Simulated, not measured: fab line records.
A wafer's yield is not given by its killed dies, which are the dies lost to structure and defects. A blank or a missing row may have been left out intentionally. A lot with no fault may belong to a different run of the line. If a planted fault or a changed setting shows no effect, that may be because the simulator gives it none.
Split-lot experiment || flow n5 finfet || on a route of 1938 steps: 7 lots, 21 wafers read

== THE SPLIT ==
At N5_MOL_CONTACT_COAG_COAT_64 (time 60 s, resist thk 10 nm), the setting spin rpm was moved away from the recipe's 1500 rpm on 7 of the 21 wafers read, by -10.4% to +6.5%. The other wafers ran this setting at the recipe's value.

== FROM THE SPLIT TO THE READING: what the file shows between them, 4 steps ==
- N5_MOL_CONTACT_COAG_COAT_34: resist thk 40 nm
- N5_MOL_CONTACT_COAG_EBR_36
- N5_MOL_CONTACT_COAG_DESCUM_45: chemistry O2, time 7 s
- N5_MOL_CONTACT_COAG_ETCH_65: etches underlayer in N2/H2, target depth 13 nm, time 10.4 s

== THE READING ==
CAR-EUV_of_MOL_CONTACT_COAG_COAT_34.thk nm (the simulator's own value, which no gauge read), in nm, at N5_MOL_CONTACT_COAG_ETCH_66 (etches SiARC in CF4, target depth 13 nm, time 21.7 s). The file gives no usual value for it. Across the 14 wafers here that went through the recipe, the average is 16.9 nm and the standard deviation 0.16 nm.

{"wafer": "L077.1", "tool, chamber at the split": "litho track-04, 0", "spin rpm as run, rpm": 1500, "against the recipe": "recipe", "CAR-EUV_of_MOL_CONTACT_COAG_COAT_34.thk nm, nm": 17, "against lot-mates on the recipe": "-"}
{"wafer": "L077.4", "tool, chamber at the split": "litho track-04, 0", "spin rpm as run, rpm": 1500, "against the recipe": "recipe", "CAR-EUV_of_MOL_CONTACT_COAG_COAT_34.thk nm, nm": 16.8, "against lot-mates on the recipe": "-"}
{"wafer": "L077.5", "tool, chamber at the split": "litho track-04, 0", "spin rpm as run, rpm": 1500, "against the recipe": "recipe", "CAR-EUV_of_MOL_CONTACT_COAG_COAT_34.thk nm, nm": 17.2, "against lot-mates on the recipe": "-"}
{"wafer": "L081.1", "tool, chamber at the split": "litho track-05, 0", "spin rpm as run, rpm": 1500, "against the recipe": "recipe", "CAR-EUV_of_MOL_CONTACT_COAG_COAT_34.thk nm, nm": 17, "against lot-mates on the recipe": "-"}
{"wafer": "L081.3", "tool, chamber at the split": "litho track-05, 0", "spin rpm as run, rpm": 1597, "against the recipe": "+6.5%", "CAR-EUV_of_MOL_CONTACT_COAG_COAT_34.thk nm, nm": 17.4, "against lot-mates on the recipe": "+0.4"}
{"wafer": "L081.6", "tool, chamber at the split": "litho track-05, 0", "spin rpm as run, rpm": 1597, "against the recipe": "+6.5%", "CAR-EUV_of_MOL_CONTACT_COAG_COAT_34.thk nm, nm": 17.4, "against lot-mates on the recipe": "+0.4"}
{"wafer": "L083.1", "tool, chamber at the split": "litho track-02, 0", "spin rpm as run, rpm": 1365, "against the recipe": "-9.0%", "CAR-EUV_of_MOL_CONTACT_COAG_COAT_34.thk nm, nm": 16.6, "against lot-mates on the recipe": -0.5}
{"wafer": "L083.2", "tool, chamber at the split": "litho track-02, 0", "spin rpm as run, rpm": 1500, "against the recipe": "recipe", "CAR-EUV_of_MOL_CONTACT_COAG_COAT_34.thk nm, nm": 17, "against lot-mates on the recipe": "-"}
{"wafer": "L083.4", "tool, chamber at the split": "litho track-02, 0", "spin rpm as run, rpm": 1500, "against the recipe": "recipe", "CAR-EUV_of_MOL_CONTACT_COAG_COAT_34.thk nm, nm": 17.2, "against lot-mates on the recipe": "-"}
{"wafer": "L084.1", "tool, chamber at the split": "litho track-04, 0", "spin rpm as run, rpm": 1500, "against the recipe": "recipe", "CAR-EUV_of_MOL_CONTACT_COAG_COAT_34.thk nm, nm": 16.6, "against lot-mates on the recipe": "-"}
{"wafer": "L084.4", "tool, chamber at the split": "litho track-04, 0", "spin rpm as run, rpm": 1354, "against the recipe": "-9.7%", "CAR-EUV_of_MOL_CONTACT_COAG_COAT_34.thk nm, nm": 16.4, "against lot-mates on the recipe": -0.3}
{"wafer": "L084.6", "tool, chamber at the split": "litho track-04, 0", "spin rpm as run, rpm": 1500, "against the recipe": "recipe", "CAR-EUV_of_MOL_CONTACT_COAG_COAT_34.thk nm, nm": 16.8, "against lot-mates on the recipe": "-"}
{"wafer": "L089.3", "tool, chamber at the split": "litho track-04, 0", "spin rpm as run, rpm": 1500, "against the recipe": "recipe", "CAR-EUV_of_MOL_CONTACT_COAG_COAT_34.thk nm, nm": 16.8, "against lot-mates on the recipe": "-"}
{"wafer": "L089.4", "tool, chamber at the split": "litho track-04, 0", "spin rpm as run, rpm": 1500, "against the recipe": "recipe", "CAR-EUV_of_MOL_CONTACT_COAG_COAT_34.thk nm, nm": 16.8, "against lot-mates on the recipe": "-"}
{"wafer": "L089.5", "tool, chamber at the split": "litho track-04, 0", "spin rpm as run, rpm": 1344, "against the recipe": "-10.4%", "CAR-EUV_of_MOL_CONTACT_COAG_COAT_34.thk nm, nm": 16.2, "against lot-mates on the recipe": -0.6}
{"wafer": "L093.1", "tool, chamber at the split": "litho track-04, 0", "spin rpm as run, rpm": 1434, "against the recipe": "-4.4%", "CAR-EUV_of_MOL_CONTACT_COAG_COAT_34.thk nm, nm": 16.8, "against lot-mates on the recipe": -0.1}
{"wafer": "L093.5", "tool, chamber at the split": "litho track-04, 0", "spin rpm as run, rpm": 1500, "against the recipe": "recipe", "CAR-EUV_of_MOL_CONTACT_COAG_COAT_34.thk nm, nm": 17, "against lot-mates on the recipe": "-"}
{"wafer": "L093.6", "tool, chamber at the split": "litho track-04, 0", "spin rpm as run, rpm": 1500, "against the recipe": "recipe", "CAR-EUV_of_MOL_CONTACT_COAG_COAT_34.thk nm, nm": 16.8, "against lot-mates on the recipe": "-"}
{"wafer": "L095.4", "tool, chamber at the split": "litho track-04, 0", "spin rpm as run, rpm": 1454, "against the recipe": "-3.1%", "CAR-EUV_of_MOL_CONTACT_COAG_COAT_34.thk nm, nm": 16.8, "against lot-mates on the recipe": "+0.0"}
{"wafer": "L095.5", "tool, chamber at the split": "litho track-04, 0", "spin rpm as run, rpm": 1500, "against the recipe": "recipe", "CAR-EUV_of_MOL_CONTACT_COAG_COAT_34.thk nm, nm": 16.8, "against lot-mates on the recipe": "-"}
{"wafer": "L095.6", "tool, chamber at the split": "litho track-04, 0", "spin rpm as run, rpm": 1500, "against the recipe": "recipe", "CAR-EUV_of_MOL_CONTACT_COAG_COAT_34.thk nm, nm": 16.8, "against lot-mates on the recipe": "-"}

FIT RESULTS
A straight line over all 21 wafers: CAR-EUV_of_MOL_CONTACT_COAG_COAT_34.thk nm changes by +0.0575 nm for each +1% of spin rpm; r = +0.85; the points scatter about the line by 0.16 nm.
The same after taking each lot's own level away (the mean of its wafers on the recipe; 21 wafers): +0.05 nm for each +1%; r = +0.90; scatter 0.11 nm.
Per that fit: largest spin rpm move, reading shift of 0.52 nm.
Measured against the standard deviation above, the lots' own levels, which go from 16.70 to 17.10 nm, span 2.4 times it.
So the lot-to-lot level changes the slope: the two fits differ.
Check: for one of the wafers moved furthest among these (-10.4%), held out of the fit, the line's prediction against its lot-mates is -0.457 nm. It came out at -0.6 nm against them.

== FURTHER SPLITS ON THESE WAFERS ==
Other splits were also applied to these wafers ahead of the reading. Each is held against what the fit with the lots' levels taken away leaves over:
{"other split on the same wafers": "N5_SDB_COAT_05 spin rpm", "wafers away from the commonest value": 6, "r with CAR-EUV_of_MOL_CONTACT_COAG_COAT_34.thk nm (lot level and that fit taken away)": "+0.13"}
{"other split on the same wafers": "N5_HKMG_FIN_ETCH_32 bias w", "wafers away from the commonest value": 7, "r with CAR-EUV_of_MOL_CONTACT_COAG_COAT_34.thk nm (lot level and that fit taken away)": "+0.04"}
{"other split on the same wafers": "N5_HKMG_FIN_COAT_85 spin rpm", "wafers away from the commonest value": 2, "r with CAR-EUV_of_MOL_CONTACT_COAG_COAT_34.thk nm (lot level and that fit taken away)": "+0.04"}
{"other split on the same wafers": "N5_GATE_CUT_CUT_ETCH_54 icp w", "wafers away from the commonest value": 5, "r with CAR-EUV_of_MOL_CONTACT_COAG_COAT_34.thk nm (lot level and that fit taken away)": "+0.34"}
{"other split on the same wafers": "N5_MOL_CONTACT_COAG_ETCH_105 bias w", "wafers away from the commonest value": 9, "r with CAR-EUV_of_MOL_CONTACT_COAG_COAT_34.thk nm (lot level and that fit taken away)": -0.05}
{"other split on the same wafers": "N5_MOL_CONTACT_COAG_ETCHBACK_135 time s", "wafers away from the commonest value": 10, "r with CAR-EUV_of_MOL_CONTACT_COAG_COAT_34.thk nm (lot level and that fit taken away)": "+0.11"}

== THE WHOLE CHAIN: every reading that the file lists as answering this split, in the file's order ==
{"step": "N5_MOL_CONTACT_COAG_COAT_64", "what it does": "time 60 s, resist thk 10 nm", "reading": "underlayer_of_MOL_CONTACT_COAG_COAT_64.thk nm (the simulator's own value, which no gauge read)", "change (the file's fit)": "-0.0539 nm for each +1% of the setting", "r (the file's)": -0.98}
{"step": "N5_MOL_CONTACT_COAG_ETCH_65", "what it does": "etches underlayer in N2/H2, target depth 13 nm, time 10.4 s", "reading": "etch.depth nm (the simulator's own value, which no gauge read)", "change (the file's fit)": "-0.0544 nm for each +1% of the setting", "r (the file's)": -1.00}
{"step": "N5_MOL_CONTACT_COAG_ETCH_66", "what it does": "etches SiARC in CF4, target depth 13 nm, time 21.7 s", "reading": "CAR-EUV_of_MOL_CONTACT_COAG_COAT_34.thk nm (the simulator's own value, which no gauge read)", "change (the file's fit)": "+0.0471 nm for each +1% of the setting", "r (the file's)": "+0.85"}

== FILE'S OWN FIT ==
CAR-EUV_of_MOL_CONTACT_COAG_COAT_34.thk nm changes by +0.0471 nm for each +1% of spin rpm, r = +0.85.
